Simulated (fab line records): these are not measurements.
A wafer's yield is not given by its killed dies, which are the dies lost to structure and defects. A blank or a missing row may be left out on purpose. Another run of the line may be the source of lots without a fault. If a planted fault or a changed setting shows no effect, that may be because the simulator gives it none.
A lot that was struck, set against a sound lot || flow n5_finfet || 37 out of 1938 route steps
Sound: these wafers, L181.2, L181.5, L181.6. The struck wafers were L180.4, L180.5, L180.6. The cause is given at the end.
At each step with rows: each side's tool, then ch and its chambers, then its first start. Under that, the readings that differ: sound wafers || struck wafers || difference of the means || sigmas: that difference in standard deviations of wafers without a fault.
alike: a reading whose means differ by less than 2 such deviations, as well as words and numbers matching on both sides. not compared: withheld readings; readings where some wafer has no value; bounds like >300 that might hide an equal value; numbers whose values overlap and for which the record gives no deviation.
A row with sigmas, a row that says differs or no value, or rows on one side alone: a step with any of these is where the two part. Numbers that don't overlap but have no deviation are shown without sigmas and don't part them. A reading missing from all wafers of one side parts the sides only when that side holds two or more wafers.

first, 9 steps without rows for these wafers: N5_WELL_APT_HMDS_01 (time 60 s); N5_WELL_APT_COAT_02 (resist thk 950 nm); N5_WELL_APT_EBR_04; N5_WELL_APT_SOFTBAKE_03 (time 60 s); N5_WELL_APT_EXPOSE_05 (exposes mask NWELL, defocus 0 nm, target cd 200 nm); N5_WELL_APT_PEB_06 (peb time 90 s); N5_WELL_APT_DEVELOP_07 (develop time 45 s); N5_WELL_APT_HARDBAKE_12 (time 120 s); N5_WELL_APT_DESCUM_13 (chemistry O2, time 7.9 s).
N5_WELL_APT_IMPLANT_14:
  sound on implanter-01 ch 0, day 6 08:14; struck on implanter-02 ch 0, day 6 02:08
{"reading": "dose_ions_cm2", "sound": "1.5023e+13 1.5005e+13 1.5007e+13", "struck": "6.341e+12 6.303e+12 6.324e+12", "difference": -8.689e+12, "sigmas": "-99 or more"}
{"reading": "faraday_current_uA", "sound": "193 195 190", "struck": "82 80 78", "difference": -113, "sigmas": -29}
  alike: beam_energy_keV, rotation_deg
then, 25 steps without rows for these wafers: N5_WELL_APT_IMPLANT_15; N5_WELL_APT_STRIP_16 (strips in SPM, time 900 s); N5_WELL_APT_HMDS_18 (time 60 s); N5_WELL_APT_COAT_19 (resist thk 950 nm); N5_WELL_APT_EBR_21; N5_WELL_APT_SOFTBAKE_20 (time 60 s); N5_WELL_APT_EXPOSE_22 (exposes mask PWELL, defocus 0 nm, target cd 200 nm); N5_WELL_APT_PEB_23 (peb time 90 s); N5_WELL_APT_DEVELOP_24 (develop time 45 s); N5_WELL_APT_HARDBAKE_29 (time 120 s); N5_WELL_APT_DESCUM_30 (chemistry O2, time 7.9 s); N5_WELL_APT_IMPLANT_31; N5_WELL_APT_IMPLANT_32; N5_WELL_APT_STRIP_33 (strips in SPM, time 900 s); N5_WELL_APT_RTA_34 (time 10 s); N5_WELL_APT_OXIDE_STRIP_42 (strips SiO2 in dHF, time 45 s, target depth 12 nm); N5_WELL_APT_PRECLEAN_36 (cleans in O3/DIW, time 45 s); N5_WELL_APT_PRECLEAN_39 (cleans in dHF, time 60 s); N5_WELL_APT_SRD_37 (time 30 s); N5_WELL_APT_EPI_41 (deposits Si from SiH4/H2, target thk 50 nm, time 297.7 s); N5_PMOS_HMC_CHANNEL_EPI_HM_DEP_34 (deposits SiO2 from TEOS/O2, target thk 36 nm, time 6.9 s); N5_PMOS_HMC_CHANNEL_EPI_COAT_31 (time 60 s, resist thk 66 nm); N5_PMOS_HMC_CHANNEL_EPI_COAT_03 (resist thk 205 nm); N5_PMOS_HMC_CHANNEL_EPI_EBR_05; N5_PMOS_HMC_CHANNEL_EPI_SOFTBAKE_04 (time 60 s).
-- a jump in the record: the struck wafers' starts before and after are 7 days apart (it breaks off in module PMOS_HMC_CHANNEL_EPI and resumes in module BEOL_M4, where the first step shown is number 1111 of the route) --
N5_BEOL_M4_RC_MEAS_101:
  sound on prober-01 ch 0, day 12 22:54; struck on prober-01 ch 0, day 12 22:17
{"reading": "RS_NWELL (ohm/sq)", "sound": "1033 1036 1034", "struck": "1699 1696 1692", "difference": "+661", "sigmas": "+97"}
  alike: DIBL_N, DIBL_P, IOFF_N, IOFF_P, ION_N, ION_P, SS_N, SS_P, VT_N, VT_P
-- the record jumps here: 4 days lie between the struck wafers' starts before and after (it left off in module BEOL_M4 and takes up again in module PASSIVATION, whose first step shown is number 1936 of the route) --
N5_PASSIVATION_PROBE_49:
  the record has rows for the struck wafers here (prober-02, day 17 04:04) and none for the sound ones

== WHERE THEY PART ==
At N5_WELL_APT_IMPLANT_14 first; at N5_PASSIVATION_PROBE_49 last (within this record only).

WHY: what the simulator had put in
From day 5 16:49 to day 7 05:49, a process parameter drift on implanter-02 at N5_WELL_APT_IMPLANT_14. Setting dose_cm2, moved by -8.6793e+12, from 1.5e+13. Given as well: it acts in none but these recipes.
